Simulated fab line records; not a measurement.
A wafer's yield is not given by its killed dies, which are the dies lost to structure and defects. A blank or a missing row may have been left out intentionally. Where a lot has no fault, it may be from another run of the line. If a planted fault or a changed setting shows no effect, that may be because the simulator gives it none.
Matching of chambers    flow n5 finfet    N5_MIM_BOT_LITHO_DESCUM_10 on rie diel-05 has 4 sister chambers
The step chemistry O2, time 7.9 s. 16 wafers are shown with their chamber, then 8 later ones without.

EACH WAFER AND ITS CHAMBER
wafer   chamber  drypump motor current A (A)  throttle valve pct (%)  showerhead plenum p Torr (Torr)
L075.3  3        5.85                         20.88                   2.11
L075.4  1        5.31                         20.33                   2.20
L075.6  3        5.83                         20.87                   2.11
L077.3  3        5.82                         20.89                   2.11
L077.4  1        5.32                         20.30                   2.20
L077.6  2        6.11                         20.24                   2.13
L079.3  2        6.14                         20.25                   2.13
L079.4  0        5.56                         20.00                   2.07
L079.5  1        5.32                         20.34                   2.20
L085.4  2        6.15                         20.28                   2.12
L085.5  1        5.32                         20.35                   2.19
L085.6  3        5.84                         20.92                   2.10
L080.2  1        5.30                         20.37                   2.19
L080.3  2        6.15                         20.28                   2.12
L080.4  3        5.83                         20.94                   2.09
L088.3  2        6.16                         20.28                   2.12

SIGNATURES (averages over the wafers above)
reading                   chamber 0  chamber 1  chamber 2  chamber 3  scatter within a chamber
drypump motor current A   5.5600     5.3140     6.1420     5.8340     0.0139
throttle valve pct        20.0000    20.3380    20.2660    20.9000    0.0252
showerhead plenum p Torr  2.0700     2.1960     2.1240     2.1040     0.00683
Rule: for each reading, subtract the chamber's mean from the wafer's reading, divide by that reading's scatter and square the result; add these up over the readings and take the root, which gives the wafer's distance from the chamber. If the next closest chamber is less than 2 further off than the closest, the wafer can't be placed; otherwise it belongs to the closest. The scatter: the root of (the sum of the squares of (reading less its chamber's mean) over the shown wafers, divided by (wafers less chambers)).

WAFERS MISSING THEIR CHAMBER
wafer   drypump motor current A (A)  throttle valve pct (%)  showerhead plenum p Torr (Torr)
L088.5  5.56                         20.04                   2.06
L088.6  6.15                         20.29                   2.12
L089.3  5.57                         20.07                   2.06
L089.5  5.87                         20.94                   2.09
L089.6  6.16                         20.31                   2.12
L095.2  6.17                         20.31                   2.11
L095.5  6.19                         20.30                   2.11
L095.6  5.33                         20.39                   2.19

EACH ONE'S CHAMBER
wafer   from the rows above  in truth
L088.5  0                    0
L088.6  2                    2
L089.3  0                    0
L089.5  3                    3
L089.6  2                    2
L095.2  2                    2
L095.5  2                    2
L095.6  1                    1
8 of 8 placed correctly. Number that these rows cannot place: 0. 0 placed wrongly.
